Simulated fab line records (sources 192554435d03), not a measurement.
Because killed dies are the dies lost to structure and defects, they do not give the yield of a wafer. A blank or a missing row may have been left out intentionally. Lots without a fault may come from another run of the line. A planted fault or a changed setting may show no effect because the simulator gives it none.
fab line records | flow n5Finfet
record: lots: 5 | wafers: 15 | lastDay: 17
route steps=1938 shown BEOL_M15@1807 PASSIVATION@1936
lots untouched by any fault: they come from a run of this same line in which no faults occurred
startH: hours from the record's first day to the start of the lot's first wafer shown | waitH: time in hours since the lot's previous step | " unchanged from the row above | L1.1+2: one row covering several wafers at once | - no value present, or no start provided | * or withheld: withheld | < > ~ a bound
route shown NAME@n: NAME is a module with steps in the file, n the number in the route of the first one | usual: average and standard deviation across the fault-free wafers | same: alike in all rows | chamber/n: place in a boat | sites: readings site by site | _std_site: standard deviation across them | _edge_site: outer sites' mean less inner sites' | radiusMm: for every site, how far away it sits from the centre of the wafer | mask NAME#n: copy n | behind: the tool/chamber that last shaped the wafer | hold: reason for holding the lot/hours on hold/outcome of the hold | device: which transistor (n, p or np) failed to switch | end of line: the tests these same wafers got at the end of their route | step lacking rows: just its recipe | killed: dies that structure and defects cost at the first sort, which is not the same as the wafer's yield | map: per-die view of a wafer (x killed, . not killed, _ where there is no die)
set.NAME: the run value of the setting; set.NAME@STEP: its run value at that earlier step | model.NAME: the simulator's own value behind a step, which no gauge read
certain route steps with their lots: each step a table, each wafer a row
services: the hour from which a tool's chamber was out of use, counted from the record's first day as startH (under 0 if before that day), plus the number of hours and why
== steps ==
step: N5_BEOL_M15_DESCUM_33
recipe: chemistry: O2 | timeS: 7.9 | sourcePowerW: 50 | biasPowerW: 20 | pressureMtorr: 20 | rfFrequencyHz: 2.712e+07 | tempC: 40 | o2FlowSccm: 225
step: N5_BEOL_M15_ETCH_61
recipe: chemistry: N2/H2 | target: BARC | targetDepthA: 890 | overetchA: 267 | timeS: 67.9 | ionEnergyEv: 200 | pressureMtorr: 30 | sourceW: 840 | biasW: 150 | n2FlowSccm: 200 | h2FlowSccm: 200
usual: drypumpMotorCurrentA: 5.7/0.32 | oesProductAu: 0.66/0.06 | rfVppV: 524.1/2.6 | showerheadPlenumPTorr: 2.55/0.093 | throttleValvePct: 17.85/0.23
lot.wafer | tool       | chamber | startH | waitH | drypumpMotorCurrentA | oesProductAu | rfHoursCounterH | rfVppV | showerheadPlenumPTorr | throttleValvePct
L987.3    | rieDiel-03 | 1       | 285.14 | 0.0   | 5.4                  | 0.66         | 135             | 522.8  | 2.53                  | 17.64
L987.4    | "          | 0       | "      | "     | 5.7                  | 0.71         | 76              | 527.8  | 2.68                  | 18.11
L987.5    | "          | 1       | "      | "     | 5.4                  | 0.66         | -               | 524.1  | 2.53                  | 17.64
L993.1    | rieDiel-04 | 2       | 324.84 | 0.0   | 6.0                  | 0.86         | 0               | 528.1  | 2.73                  | 17.76
L993.5    | "          | 2       | "      | "     | 6.0                  | 0.85         | -               | 529.0  | 2.73                  | 17.77
L993.6    | "          | 1       | "      | "     | 5.7                  | 0.70         | -               | 520.7  | 2.44                  | 17.62
L102.3    | rieDiel-04 | 0       | 372.10 | 0.0   | 5.7                  | 0.64         | 161             | 524.1  | 2.51                  | 17.79
L102.4    | "          | 1       | "      | "     | 5.7                  | 0.67         | 124             | 522.3  | 2.44                  | 17.64
L102.5    | "          | 1       | "      | "     | 5.7                  | 0.68         | -               | 522.5  | 2.44                  | 17.62
L104.2    | rieDiel-03 | 1       | 394.98 | 0.0   | 5.4                  | 0.65         | 170             | 524.1  | 2.52                  | 17.70
L104.4    | "          | 3       | "      | "     | 5.9                  | 0.77         | 25              | 522.3  | 2.50                  | 17.72
L104.6    | "          | 2       | "      | "     | 5.6                  | 0.61         | -               | 527.4  | 2.61                  | 18.19
L105.3    | rieDiel-03 | 0       | 396.72 | 0.0   | 5.7                  | 0.67         | 116             | 525.0  | 2.66                  | 18.17
L105.4    | "          | 2       | "      | "     | 5.6                  | 0.61         | 216             | 523.6  | 2.61                  | 18.18
L105.6    | "          | 0       | "      | "     | 5.7                  | 0.67         | -               | 527.5  | 2.66                  | 18.19
step: N5_BEOL_M15_TRENCH_ETCH_34
recipe: chemistry: C4F8/O2/Ar | target: SiO2 | targetDepthA: 8729.3 | heInnerTorr: 15 | heOuterTorr: 30 | timeS: 199 | ionEnergyEv: 800 | pressureMtorr: 20 | sourceW: 1905 | biasW: 2040 | Ar_flow_sccm: 400 | C4F8_flow_sccm: 16 | O2_flow_sccm: 12
usual: O2_flow_sccm: 12.00/0.036 | drypumpMotorCurrentA: 5.7/0.32 | heInnerTorr: 14.996/0.03 | oesProductAu: 0.78/0.073 | rfVppV: 2239/55 | showerheadPlenumPTorr: 3.45/0.12 | throttleValvePct: 30.9/0.36
lot.wafer | tool       | chamber | startH | waitH | O2_flow_sccm | drypumpMotorCurrentA | heInnerTorr | oesProductAu | rfHoursCounterH | rfVppV | showerheadPlenumPTorr | throttleValvePct
L987.3    | rieDiel-03 | 1       | 285.20 | 0.0   | 11.95        | 5.4                  | 14.909      | 0.78         | 135             | 2243   | 3.49                  | 31.0
L987.4    | "          | 0       | "      | "     | 11.96        | 5.7                  | 15.012      | 0.83         | 76              | 2306   | 3.60                  | 31.2
L987.5    | "          | 1       | "      | "     | 12.03        | 5.3                  | 14.998      | 0.78         | -               | 2242   | 3.49                  | 31.0
L993.1    | rieDiel-04 | 2       | 324.89 | 0.0   | 12.02        | 6.1                  | 14.978      | 0.99         | 0               | 2224   | 3.64                  | 30.6
L993.5    | "          | 2       | "      | "     | 12.00        | 6.0                  | 14.989      | 0.99         | -               | 2225   | 3.64                  | 30.6
L993.6    | "          | 1       | "      | "     | 12.04        | 5.7                  | 14.991      | 0.82         | -               | 2252   | 3.33                  | 30.7
L102.3    | rieDiel-04 | 0       | 372.15 | 0.0   | 11.91        | 5.7                  | 15.019      | 0.75         | 161             | 2129   | 3.41                  | 30.8
L102.4    | "          | 1       | "      | "     | 12.04        | 5.7                  | 14.963      | 0.81         | 124             | 2251   | 3.32                  | 30.7
L102.5    | "          | 1       | "      | "     | 11.99        | 5.7                  | 15.025      | 0.81         | -               | 2249   | 3.32                  | 30.7
L104.2    | rieDiel-03 | 1       | 395.03 | 0.0   | 12.03        | 5.4                  | 14.987      | 0.75         | 170             | 2241   | 3.47                  | 31.0
L104.4    | "          | 3       | "      | "     | 12.00        | 5.9                  | 15.027      | 0.91         | 25              | 2180   | 3.40                  | 30.9
L104.6    | "          | 2       | "      | "     | 11.98        | 5.7                  | 14.954      | 0.72         | -               | 2289   | 3.57                  | 31.6
L105.3    | rieDiel-03 | 0       | 396.77 | 0.0   | 12.02        | 5.7                  | 15.004      | 0.78         | 116             | 2305   | 3.58                  | 31.2
L105.4    | "          | 2       | "      | "     | 12.01        | 5.6                  | 14.958      | 0.71         | 216             | 2290   | 3.57                  | 31.6
L105.6    | "          | 0       | "      | "     | 12.02        | 5.7                  | 15.005      | 0.78         | -               | 2305   | 3.58                  | 31.3
step: N5_BEOL_M15_STRIP_36
recipe: chemistry: O2 | powerW: 600 | tempC: 60 | pressureMtorr: 30 | rfFrequencyHz: 6e+07 | biasPowerW: 0 | overashFraction: 0.3 | o2FlowSccm: 225
step: N5_BEOL_M15_STRIP_62
recipe: chemistry: O2 | powerW: 600 | tempC: 60 | pressureMtorr: 30 | rfFrequencyHz: 6e+07 | biasPowerW: 0 | overashFraction: 0.3 | o2FlowSccm: 225
step: N5_BEOL_M15_STRIP_37
recipe: chemistry: O2 | powerW: 600 | tempC: 60 | pressureMtorr: 30 | rfFrequencyHz: 6e+07 | biasPowerW: 0 | overashFraction: 0.3 | o2FlowSccm: 225
usual: drypumpMotorCurrentA: 5.76/0.29 | oesProductAu: 0.77/0.071 | rfVppV: 3.6/0.59 | showerheadPlenumPTorr: 2.10/0.071 | throttleValvePct: 16.74/0.21
lot.wafer | tool       | chamber | startH | waitH | drypumpMotorCurrentA | oesProductAu | rfHoursCounterH | rfVppV | showerheadPlenumPTorr | throttleValvePct
L987.3    | rieDiel-01 | 0       | -      | -     | 5.77                 | 0.80         | 83              | 3.7    | 2.15                  | 16.56
L987.4    | "          | 1       | "      | "     | 5.94                 | 0.69         | 225             | 4.2    | 2.01                  | 16.99
L987.5    | "          | 2       | "      | "     | 6.37                 | 0.69         | -               | 3.6    | 2.18                  | 16.80
L993.1    | rieDiel-03 | 2       | -      | -     | 5.64                 | 0.71         | 195             | 4.3    | 2.15                  | 17.01
L993.5    | "          | 2       | "      | "     | 5.66                 | 0.71         | -               | 4.0    | 2.15                  | 17.00
L993.6    | "          | 3       | "      | "     | 5.90                 | 0.98         | -               | 3.9    | 2.07                  | 16.43
L102.3    | rieDiel-03 | 3       | -      | -     | 5.89                 | 0.92         | 18              | 4.8    | 2.06                  | 16.47
L102.4    | "          | 2       | "      | "     | 5.65                 | 0.70         | 209             | 3.8    | 2.15                  | 17.03
L102.5    | "          | 1       | "      | "     | 5.38                 | 0.74         | -               | 3.4    | 2.08                  | 16.54
L104.2    | rieDiel-03 | 2       | -      | -     | 5.66                 | 0.70         | 216             | 4.1    | 2.15                  | 17.04
L104.4    | "          | 0       | "      | "     | 5.70                 | 0.78         | 115             | 4.4    | 2.18                  | 16.91
L104.6    | "          | 0       | "      | "     | 5.73                 | 0.79         | -               | 3.6    | 2.18                  | 16.90
L105.3    | rieDiel-04 | 0       | -      | -     | 5.73                 | 0.75         | 169             | 3.9    | 2.12                  | 16.94
L105.4    | "          | 1       | "      | "     | 5.68                 | 0.80         | 134             | 2.7    | 2.05                  | 16.72
L105.6    | "          | 1       | "      | "     | 5.67                 | 0.80         | -               | 3.9    | 2.05                  | 16.70
step: N5_BEOL_M15_ETCH_38
recipe: chemistry: CF4/N2 | target: SiCN | targetDepthA: 1064 | taperDeg: 2 | timeS: 120.5 | ionEnergyEv: 150 | maskMaterial: SiO2 | pressureMtorr: 40 | sourceW: 430 | biasW: 70 | Ar_flow_sccm: 100 | cf4FlowSccm: 60 | n2FlowSccm: 60
step: N5_BEOL_M15_PRECLEAN_39
recipe: chemistry: residueRemover | timeS: 60 | tempC: 40
step: N5_BEOL_M15_SRD_40
recipe: timeS: 30 | tempC: 23 | rinseLiquid: diw | dry: n2Spin | spinRpm: 1500 | dryTimeS: 30
step: N5_BEOL_M15_DEGAS_41
recipe: ambient: vacuum | tempC: 300 | timeS: 60
step: N5_BEOL_M15_PRE_CLEAN_42
recipe: gas: H2/He | timeS: 30 | tempC: 300
step: N5_BEOL_M15_SPUTTER_43
recipe: material: TaN | targetThkA: 150 | tempC: 50 | biasV: 168.6 | powerW: 15000 | chamberPressurePa: 0.12 | timeS: 24.19
usual: cathodeDcPowerW: 15000/2.8 | throttleValvePct: 29.9/0.84
lot.wafer | tool          | chamber | startH | waitH | cathodeDcPowerW | throttleValvePct | model.TaN_of_BEOL_M15_SPUTTER_43.thkNm
L987.3    | pvdSputter-02 | -       | 286.97 | 0.0   | 14998           | 31.3             | 14.8
L987.4    | "             | -       | "      | "     | 15002           | 29.7             | 15
L987.5    | "             | -       | "      | "     | 14998           | 29.5             | 15.2
L993.1    | pvdSputter-02 | -       | 327.06 | 0.0   | 12372           | 30.0             | 12.2
L993.5    | "             | -       | "      | "     | 15000           | 28.6             | 14.6
L993.6    | "             | -       | "      | "     | 15003           | 31.4             | 14.6
L102.3    | pvdSputter-03 | -       | 374.79 | 0.0   | 15000           | 30.0             | 14.6
L102.4    | "             | -       | "      | "     | 14996           | 30.0             | 14.8
L102.5    | "             | -       | "      | "     | 14995           | 29.8             | 14.8
L104.2    | pvdSputter-01 | -       | 395.69 | 0.0   | 15001           | 30.1             | 14.8
L104.4    | "             | -       | "      | "     | 14998           | 29.9             | 15.2
L104.6    | "             | -       | "      | "     | 14999           | 31.3             | 14.8
L105.3    | pvdSputter-01 | -       | 398.50 | 0.0   | 15001           | 30.3             | 14.8
L105.4    | "             | -       | "      | "     | 15003           | 29.1             | 15
L105.6    | "             | -       | "      | "     | 14999           | 31.5             | 15
step: N5_BEOL_M15_SPUTTER_44
recipe: material: Ta | targetThkA: 150 | tempC: 50 | biasV: 80 | powerW: 15000 | chamberPressurePa: 0.07 | timeS: 24.19
usual: cathodeDcPowerW: 15000/2.6 | throttleValvePct: 29.9/0.84
lot.wafer | tool          | chamber | startH | waitH | cathodeDcPowerW | throttleValvePct
L987.3    | pvdSputter-02 | -       | 287.05 | 0.0   | 15000           | 31.4
L987.4    | "             | -       | "      | "     | 14999           | 30.0
L987.5    | "             | -       | "      | "     | 15001           | 29.9
L993.1    | pvdSputter-02 | -       | 327.14 | 0.0   | 15003           | 29.8
L993.5    | "             | -       | "      | "     | 15002           | 28.6
L993.6    | "             | -       | "      | "     | 15003           | 31.8
L102.3    | pvdSputter-03 | -       | 374.87 | 0.0   | 15002           | 30.5
L102.4    | "             | -       | "      | "     | 14996           | 29.8
L102.5    | "             | -       | "      | "     | 15001           | 29.9
L104.2    | pvdSputter-01 | -       | 395.77 | 0.0   | 15000           | 30.2
L104.4    | "             | -       | "      | "     | 14999           | 30.1
L104.6    | "             | -       | "      | "     | 15000           | 31.2
L105.3    | pvdSputter-01 | -       | 398.58 | 0.0   | 15001           | 30.4
L105.4    | "             | -       | "      | "     | 14996           | 29.1
L105.6    | "             | -       | "      | "     | 14996           | 31.3
step: N5_BEOL_M15_SPUTTER_45
recipe: material: Cu | targetThkA: 1000 | tempC: -20 | biasV: 60 | powerW: 26000 | chamberPressurePa: 0.13 | timeS: 16.67
step: N5_BEOL_M15_ECD_47
recipe: material: Cu | targetThkA: 18600
step: N5_BEOL_M15_ANNEAL_48
recipe: tempC: 225 | timeS: 90 | ambient: N2
usual: wafer_temp_C_max: 226.3/0.35
lot.wafer | tool         | chamber | startH | waitH | wafer_temp_C_max
L987.3    | rtpAnneal-02 | 0       | 287.81 | 0.4   | 226.2
L987.4    | "            | 0       | "      | "     | 226.2
L987.5    | "            | 0       | "      | "     | 226.1
L993.1    | rtpAnneal-02 | 0       | 327.57 | 0.2   | 226.4
L993.5    | "            | 0       | "      | "     | 226.3
L993.6    | "            | 0       | "      | "     | 226.4
L102.3    | rtpAnneal-01 | 0       | 375.40 | 0.2   | 226.9
L102.4    | "            | 0       | "      | "     | 226.6
L102.5    | "            | 0       | "      | "     | 226.3
L104.2    | rtpAnneal-01 | 0       | 396.25 | 0.2   | 226.1
L104.4    | "            | 0       | "      | "     | 226.2
L104.6    | "            | 0       | "      | "     | 225.6
L105.3    | rtpAnneal-01 | 0       | 399.22 | 0.3   | 226.4
L105.4    | "            | 0       | "      | "     | 225.8
L105.6    | "            | 0       | "      | "     | 226.6
step: N5_BEOL_M15_CMP_49
recipe: stopOn: SiO2 | tOverpolishS: 4.9 | downForcePsi: 2 | platenRpm: 80 | clearingPlatenDownForcePsi: 2 | clearingPlatenRpm: 80 | postCmpClean: cuAlkaline | targetThkNm: 850 | clearingPlatenPadVelocityMS: 1.5917 | padVelocityMS: 1.5917
usual: barrierFieldEndpointS: 11.43/0.29 | motorCurrentA: 7.9/0.82 | slurryFlowMlMin: 149.9/0.43
lot.wafer | tool   | chamber | startH | waitH | barrierFieldEndpointS | motorCurrentA | slurryFlowMlMin
L987.4    | cmp-03 | 1       | 288.02 | 0.1   | 11.48                 | 8.2           | 150.1
L987.3    | "      | 0       | "      | "     | 11.58                 | 8.5           | 150.4
L987.5    | "      | 2       | "      | "     | 11.56                 | 6.9           | 149.9
L993.1    | cmp-02 | 2       | 327.87 | 0.3   | 10.34                 | 8.3           | 149.5
L993.5    | "      | 2       | "      | "     | 11.13                 | 9.0           | 149.7
L993.6    | "      | 3       | "      | "     | 11.40                 | 6.8           | 149.6
L102.3    | cmp-03 | 0       | 375.64 | 0.2   | 11.98                 | 8.5           | 149.9
L102.4    | "      | 2       | "      | "     | 11.63                 | 7.1           | 149.5
L102.5    | "      | 0       | "      | "     | 11.52                 | 8.2           | 150.3
L104.2    | cmp-03 | 2       | 396.50 | 0.2   | 11.61                 | 6.8           | 150.2
L104.4    | "      | 3       | "      | "     | 11.41                 | 7.7           | 150.2
L104.6    | "      | 3       | "      | "     | 11.48                 | 8.1           | 150.9
L105.3    | cmp-02 | 2       | 399.42 | 0.2   | 11.04                 | 8.3           | 149.5
L105.4    | "      | 1       | "      | "     | 11.17                 | 8.6           | 149.8
L105.6    | "      | 2       | "      | "     | 11.02                 | 8.5           | 149.4
step: N5_BEOL_M15_THK_MEAS_50
recipe: thkMeasGauge: xrf | reads: Cu_of_BEOL_M15_ECD_47
usual: M15_THK: 851/16
lot.wafer | tool         | chamber | startH | waitH | M15_THK[nm]
L987.3    | filmMetro-02 | -       | 288.32 | -     | 860
L987.4    | "            | -       | "      | "     | 858
L987.5    | "            | -       | "      | "     | 856
L993.1    | filmMetro-01 | -       | 328.17 | -     | 850
L993.5    | "            | -       | "      | "     | 846
L993.6    | "            | -       | "      | "     | 861
L102.3    | filmMetro-01 | -       | 375.90 | -     | 852
L102.4    | "            | -       | "      | "     | 874
L102.5    | "            | -       | "      | "     | 874
L104.2    | filmMetro-01 | -       | 396.80 | -     | 839
L104.4    | "            | -       | "      | "     | 876
L104.6    | "            | -       | "      | "     | 854
L105.3    | filmMetro-02 | -       | 399.72 | -     | 831
L105.4    | "            | -       | "      | "     | 860
L105.6    | "            | -       | "      | "     | 830
step: N5_PASSIVATION_PROBE_49
usual: defectLimitedYield: 91.6/1.4 | killed_at_M0_to_M3: 32/9.5 | killed_at_M4_up: 13/6 | killedAtContacts: 12/5.6 | killedAtFrontEnd: 39/11 | killedAtOther: 2.8/2.3 | killedDies: 99/16 | killedOpen: 65/12 | killedShort: 32/7.6 | sort_bin_5_function: 4.8/0.88 | sort_bin_6_memory: 3.2/0.65 | sort_bin_8_speed: 0.2/2 | sortNPass: 1077/29 | sortYieldPct: 91.2/2.5
same: grossDies: 1180 | killedAtBackSide: 0 | sort_bin_4_leakage[%]: 0
lot.wafer | tool      | chamber | startH | waitH | defectLimitedYield[%] | killed_at_M0_to_M3 | killed_at_M4_up | killedAtContacts | killedAtFrontEnd | killedAtOther | killedDies | killedOpen | killedShort | sort_bin_5_function[%] | sort_bin_6_memory[%] | sort_bin_8_speed[%] | sortNPass | sortYieldPct[%]
L987.3    | prober-02 | -       | 311.81 | 0.1   | 93.3                  | 33                 | 11              | 8                | 26               | 1             | 79         | 50         | 29          | 3.9                    | 2.6                  | 0                   | 1101      | 93.3
L987.4    | prober-02 | -       | 311.86 | 0.2   | 92.4                  | 37                 | 7               | 12               | 33               | 1             | 90         | 69         | 21          | 4.1                    | 3.3                  | 0                   | 1090      | 92.4
L987.5    | prober-02 | -       | 311.91 | 0.2   | 92.3                  | 27                 | 9               | 14               | 39               | 2             | 91         | 57         | 32          | 4.4                    | 3.0                  | 0                   | 1089      | 92.3
L993.1    | prober-02 | -       | 343.49 | 0.0   | 89.7                  | 39                 | 8               | 10               | 61               | 3             | 121        | 88         | 33          | 5.5                    | 4.6                  | 0                   | 1059      | 89.7
L993.5    | prober-02 | -       | 343.69 | 0.2   | 91.6                  | 29                 | 10              | 2                | 55               | 3             | 99         | 70         | 29          | 5.2                    | 3.0                  | 0                   | 1081      | 91.6
L993.6    | prober-02 | -       | 343.74 | 0.3   | 92.0                  | 30                 | 8               | 3                | 49               | 4             | 94         | 66         | 28          | 4.4                    | 3.4                  | 0                   | 1086      | 92.0
L102.3    | prober-02 | -       | 391.42 | 0.1   | 91.0                  | 29                 | 25              | 11               | 37               | 4             | 106        | 70         | 36          | 5.3                    | 3.1                  | 0                   | 1074      | 91.0
L102.4    | prober-02 | -       | 391.47 | 0.2   | 91.6                  | 18                 | 22              | 16               | 35               | 8             | 99         | 68         | 30          | 6.1                    | 2.2                  | 0                   | 1081      | 91.6
L102.5    | prober-02 | -       | 391.52 | 0.2   | 92.1                  | 25                 | 16              | 7                | 37               | 8             | 93         | 62         | 30          | 5.0                    | 2.9                  | 0                   | 1087      | 92.1
L105.3    | prober-01 | -       | 419.04 | 0.1   | 92.9                  | 20                 | 21              | 11               | 31               | 1             | 84         | 42         | 40          | 4.4                    | 2.5                  | 0                   | 1096      | 92.9
L105.4    | prober-01 | -       | 419.09 | 0.2   | 93.4                  | 32                 | 15              | 13               | 17               | 1             | 78         | 53         | 21          | 3.5                    | 2.8                  | 0                   | 1102      | 93.4
L105.6    | prober-01 | -       | 419.19 | 0.3   | 90.8                  | 28                 | 32              | 20               | 25               | 4             | 109        | 73         | 35          | 5.5                    | 3.5                  | 0                   | 1071      | 90.8
killed by level:class
L987.3 BEOL_M3:geometricParticle:open=9 BEOL_M0:geometricParticle:open=8 FIN_SAQP:geometricParticle:short=6 STI_FIN_REVEAL:geometricParticle:open=5 MOL_CONTACT_COAG:geometricParticle:open=5 BEOL_M1:geometricParticle:open=4 BEOL_M2:geometricParticle:short=4 FIN_SAQP:geometricParticle:open=3
L987.4 FIN_SAQP:geometricParticle:open=17 MOL_CONTACT_COAG:geometricParticle:open=9 BEOL_M0_SAQP:geometricParticle:open=9 BEOL_M2:geometricParticle:open=8 BEOL_M0_SAQP:geometricParticle:short=4 BEOL_M0:geometricParticle:open=4 BEOL_M1:geometricParticle:open=4 BEOL_M2:geometricParticle:short=4
L987.5 MOL_CONTACT_COAG:geometricParticle:open=10 FIN_SAQP:geometricParticle:open=7 FIN_SAQP:geometricParticle:short=7 BEOL_M0:geometricParticle:open=7 STI_FIN_REVEAL:geometricParticle:open=6 DUMMY_GATE:geometricParticle:open=4 GATE_CUT:geometricParticle:short=4 MOL_CONTACT_COAG:geometricParticle:short=4
L993.1 STI_FIN_REVEAL:geometricParticle:open=23 FIN_SAQP:geometricParticle:open=16 BEOL_M2:geometricParticle:open=10 BEOL_M1:geometricParticle:open=9 MOL_CONTACT_COAG:geometricParticle:open=8 BEOL_M0_SAQP:geometricParticle:short=8 FIN_SAQP:geometricParticle:short=6 STI_FIN_REVEAL:geometricParticle:short=5
L993.5 FIN_SAQP:geometricParticle:open=17 STI_FIN_REVEAL:geometricParticle:open=13 BEOL_M1:geometricParticle:open=13 FIN_SAQP:geometricParticle:short=7 BEOL_M4:geometricParticle:open=6 BEOL_M0_SAQP:geometricParticle:short=4 BEOL_M3:geometricParticle:open=4 STI_FIN_REVEAL:geometricParticle:short=3
L993.6 FIN_SAQP:geometricParticle:open=15 DUMMY_GATE:geometricParticle:open=9 BEOL_M1:geometricParticle:open=8 BEOL_M2:geometricParticle:open=8 FIN_SAQP:geometricParticle:short=5 STI_FIN_REVEAL:geometricParticle:open=5 BEOL_M0_SAQP:geometricParticle:open=5 ILD0:geometricParticle:short=4
L102.3 STI_FIN_REVEAL:geometricParticle:open=12 BEOL_M4:geometricParticle:open=11 MOL_CONTACT_COAG:geometricParticle:open=10 BEOL_M1:geometricParticle:open=9 BEOL_M4:geometricParticle:short=7 DUMMY_GATE:geometricParticle:open=6 GATE_CUT:geometricParticle:short=5 BEOL_M0_SAQP:geometricParticle:short=5
L102.4 MOL_CONTACT_COAG:geometricParticle:open=14 BEOL_M4:geometricParticle:open=9 STI_FIN_REVEAL:geometricParticle:open=8 FIN_SAQP:geometricParticle:open=6 STI_FIN_REVEAL:geometricParticle:short=4 BEOL_M1:geometricParticle:open=4 BEOL_M2:geometricParticle:open=4 BEOL_M4:geometricParticle:short=4
L102.5 STI_FIN_REVEAL:geometricParticle:open=17 BEOL_M3:geometricParticle:open=8 BEOL_M4:geometricParticle:open=8 BEOL_M0_SAQP:geometricParticle:short=7 MOL_CONTACT_COAG:geometricParticle:open=6 BEOL_M1:geometricParticle:short=4 FIN_SAQP:geometricParticle:short=3 STI_FIN_REVEAL:geometricParticle:short=3
L105.3 FIN_SAQP:geometricParticle:short=10 MOL_CONTACT_COAG:geometricParticle:open=8 FIN_SAQP:geometricParticle:open=7 BEOL_M0_SAQP:geometricParticle:short=7 BEOL_M4:geometricParticle:open=6 BEOL_M5:geometricParticle:short=5 BEOL_M1:geometricParticle:open=4 GATE_CUT:geometricParticle:short=4
L105.4 MOL_CONTACT_COAG:geometricParticle:open=11 BEOL_M4:geometricParticle:open=10 BEOL_M0_SAQP:geometricParticle:short=8 BEOL_M1:geometricParticle:open=6 BEOL_M0_SAQP:geometricParticle:open=5 BEOL_M3:geometricParticle:open=5 BEOL_M2:geometricParticle:open=4 FIN_SAQP:geometricParticle:open=3
L105.6 BEOL_M4:geometricParticle:open=17 MOL_CONTACT_COAG:geometricParticle:open=16 BEOL_M1:geometricParticle:open=8 DUMMY_GATE:geometricParticle:open=7 BEOL_M3:geometricParticle:open=6 BEOL_M3:geometricParticle:short=6 FIN_SAQP:geometricParticle:short=4 MOL_CONTACT_COAG:geometricParticle:short=4
== services ==
tool          | chamber | startH | hours | kind
rieDiel-03    | -       | 262.64 | 0.5   | repair
cmp-02        | -       | 267.05 | 16.2  | repair
cmp-03        | -       | 271.78 | 2.7   | repair
cmp-02        | -       | 289.29 | 0.4   | repair
rieDiel-04    | 0       | 289.58 | 7.4   | repair
rieDiel-03    | 3       | 292.15 | -     | clean
rieDiel-03    | 3       | 292.15 | -     | consumableReplace:focusRing
rieDiel-03    | 3       | 292.15 | 28.0  | scheduledDown
rieDiel-03    | 3       | 292.15 | 28.0  | ventCycle
cmp-03        | -       | 298.15 | 0.5   | repair
cmp-03        | -       | 303.39 | 4.7   | pm
rieDiel-04    | 2       | 306.17 | 5.3   | repair
rieDiel-04    | 2       | 311.66 | -     | clean
rieDiel-04    | 2       | 311.66 | -     | consumableReplace:focusRing
rieDiel-04    | 2       | 311.66 | -     | consumableReplace:showerhead
rieDiel-04    | 2       | 311.66 | 12.8  | scheduledDown
rieDiel-04    | 2       | 311.66 | 12.8  | ventCycle
cmp-03        | -       | 312.03 | 0.3   | repair
rieDiel-03    | 2       | 342.53 | 6.8   | repair
rieDiel-04    | 0       | 344.79 | 4.5   | repair
cmp-02        | -       | 348.11 | 5.2   | repair
rieDiel-01    | 3       | 352.67 | 2.8   | repair
pvdSputter-03 | -       | 366.39 | 1.0   | repair
cmp-02        | -       | 390.56 | 2.3   | repair
== key ==
firstSign: step: N5_BEOL_M15_SPUTTER_43 | reading: cathodeDcPowerW | direction: down | sigmas: 99+ | usual: * | struck: *
effect: step: N5_BEOL_M15_CMP_49 | reading: barrierFieldEndpointS | direction: down | sigmas: 3.8 | usual: 11.43 | struck: 10.34
modelEffect: step: N5_BEOL_M15_SPUTTER_43 | value: TaN_of_BEOL_M15_SPUTTER_43.thkNm | without: 14.8 | struck: 12.2
metAt N5_BEOL_M15_SPUTTER_43
struckWafers L993.1
onsetBetween 286.97 327.06
fault: kind: processParameterDrift | tool: pvdSputter-02 | chamber: - | onsetH: 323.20 | steps: N5_BEOL_M15_SPUTTER_43 | channel: powerW | offset: * | shape: step | endH: 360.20 | actsIn: * | stated: * | scope: struckWafersOnly
